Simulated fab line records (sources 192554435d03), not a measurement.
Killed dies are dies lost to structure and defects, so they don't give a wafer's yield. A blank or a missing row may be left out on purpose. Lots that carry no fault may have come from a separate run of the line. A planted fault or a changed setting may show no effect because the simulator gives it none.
A struck lot beside a sound one | flow n5 finfet | 16 steps out of a route of 1938
Sound: wafers L202.2, L202.5, L202.6. Struck: wafers L216.2, L216.4. (L216.3 of the same lot was not struck and is left out.) The cause comes at the end.
Each step with rows lists, per side, the tool, then ch with its chambers, then its first start. Under that, the readings that differ: sound wafers | struck wafers | difference of the means | sigmas: that difference in standard deviations of wafers without a fault.
alike: same words and numbers on both sides, and readings whose means sit less than 2 such deviations apart. not compared: any withheld reading, any reading some wafer has no value for, any bound like >300 that may hide the same value, and any number with overlapping values for which the record gives no deviation.
A row with sigmas, a row that says differs or no value, or rows on one side alone: a step with any of these is where the two part. Numbers that don't overlap but have no deviation are shown without sigmas and don't part them. A reading missing from all wafers of one side parts the sides only when that side holds two or more wafers.

N5_SD_ACTIVATION_LSA_01: time 0.0008 s.
  sound on laser anneal-02 ch 0, day 3 18:39; struck on laser anneal-02 ch 0, day 7 02:29
  alike: wafer_temp_C_max
N5_SD_ACTIVATION_RS_MEAS_03: measurement is done with a four-point probe.
  struck on film metro-02, day 7 02:41; sound on film metro-01, day 3 18:51
  alike: RS_SD_N, RS_SD_P
N5_SD_ACTIVATION_INSPECT_02: inspects for defects (darkfield).
  struck on defect inspect-01, day 7 02:59; sound on defect inspect-02, day 3 19:10
  reading          | sound       | struck | difference | sigmas
  raw defect count | 166 230 201 | 94 126 | -89        | -2
N5_ILD0_LINER_00: material SiNx, target thk 4 nm, pulse time 1 s, purge time 2 s.
  sound on ald sin-01 ch 0,3, day 3 19:21; struck on ald sin-03 ch 1,2, day 7 03:04
  alike: heater power w, precursor pulse height rel, susceptor temp C
then, 2 steps without rows for these wafers: N5_ILD0_FCVD_FILL_01 (material SiO2 flowable, target thk 200 nm, time 328.3 s); N5_ILD0_CURE_02 (time 1800 s).
N5_ILD0_CMP_03: polishes, stops on SiNx, t overpolish 1.9 s, target thk 197.38 nm.
  sound on cmp-01 ch 1,2,3, day 3 21:47; struck on cmp-04 ch 2,3, day 7 05:26
  alike: motor current A, overpolish run s, platen rpm, time to endpoint s
N5_ILD0_THK_MEAS_04:
  struck on film metro-01, day 7 05:44; sound on film metro-02, day 3 22:01
  reading     | sound             | struck      | difference | sigmas
  thk nm (nm) | 196.2 195.4 195.1 | 197.9 199.6 | +3.2       | +2
N5_ILD0_CMP_07: polishes SiO2 flowable, stops on poly-Si, t overpolish 1.18 s, target thk 138.88 nm.
  sound on cmp-01 ch 0,1,2, day 3 22:07; struck on cmp-02 ch 1,3, day 7 05:45
  alike: motor current A, platen rpm
N5_ILD0_THK_MEAS_08:
  struck on film metro-01, day 7 06:03; sound on film metro-01, day 3 22:20
  alike: thk nm
then, 1 step without rows for these wafers: N5_ILD0_PRECLEAN_10 (cleans in NF3:NH3, afs cycles 5, time 20 s, sublimation time 60 s).
N5_ILD0_ALD_15: deposits SiNx, target thk 24 nm, pulse time 1 s, ald cycles 480.
  sound on ald sin-02 ch 2,3, day 3 23:03; struck on ald sin-02 ch 2,3, day 7 06:46
  reading                               | sound        | struck    | difference | sigmas
  ald cycles                            | 480 480 480  | 688 688   | +208       |
  model.SiNx_of_ILD0_ALD_15.thk nm (nm) | 24.2 24 24.2 | 34.2 34.2 | +10.1      |
  alike: heater power w, precursor pulse height rel, susceptor temp C
N5_ILD0_CMP_12: polishes SiNx, stops on poly-Si, t overpolish 6 s, target thk 17.67 nm.
  sound on cmp-02 ch 0,1,2, day 4 01:20; struck on cmp-04 ch 0,3, day 7 08:58
  reading                | sound    | struck | difference | sigmas
  time to endpoint s (s) | 39 33 31 | 40 43  | +7         | +2
  alike: motor current A, platen rpm
N5_ILD0_THK_MEAS_13:
  struck on film metro-01, day 7 09:16; sound on film metro-02, day 4 01:33
  reading     | sound          | struck    | difference | sigmas
  thk nm (nm) | 19.0 19.9 17.8 | 16.1 15.9 | -2.9       | -2
-- the record jumps here: 4 days lie between the struck wafers' starts before and after (it left off in module ILD0 and takes up again in module BEOL_M4, whose first step shown is number 1111 of the route) --
N5_BEOL_M4_RC_MEAS_101:
  sound on prober-01 ch 0, day 8 17:26; struck on prober-02 ch 0, day 11 20:33
  alike: DIBL_N, DIBL_P, IOFF_N, IOFF_P, ION_N, ION_P, SS_N, SS_P, VT_N, VT_P
after that, 1 step had no rows for these wafers: N5_PASSIVATION_PROBE_49.

WHERE THEY PART
Last at N5_ILD0_THK_MEAS_13 as far as this record goes, first at N5_SD_ACTIVATION_INSPECT_02. Later steps at which nothing parts them and some readings are alike: N5_BEOL_M4_RC_MEAS_101.

WHY: whatever the simulator had introduced
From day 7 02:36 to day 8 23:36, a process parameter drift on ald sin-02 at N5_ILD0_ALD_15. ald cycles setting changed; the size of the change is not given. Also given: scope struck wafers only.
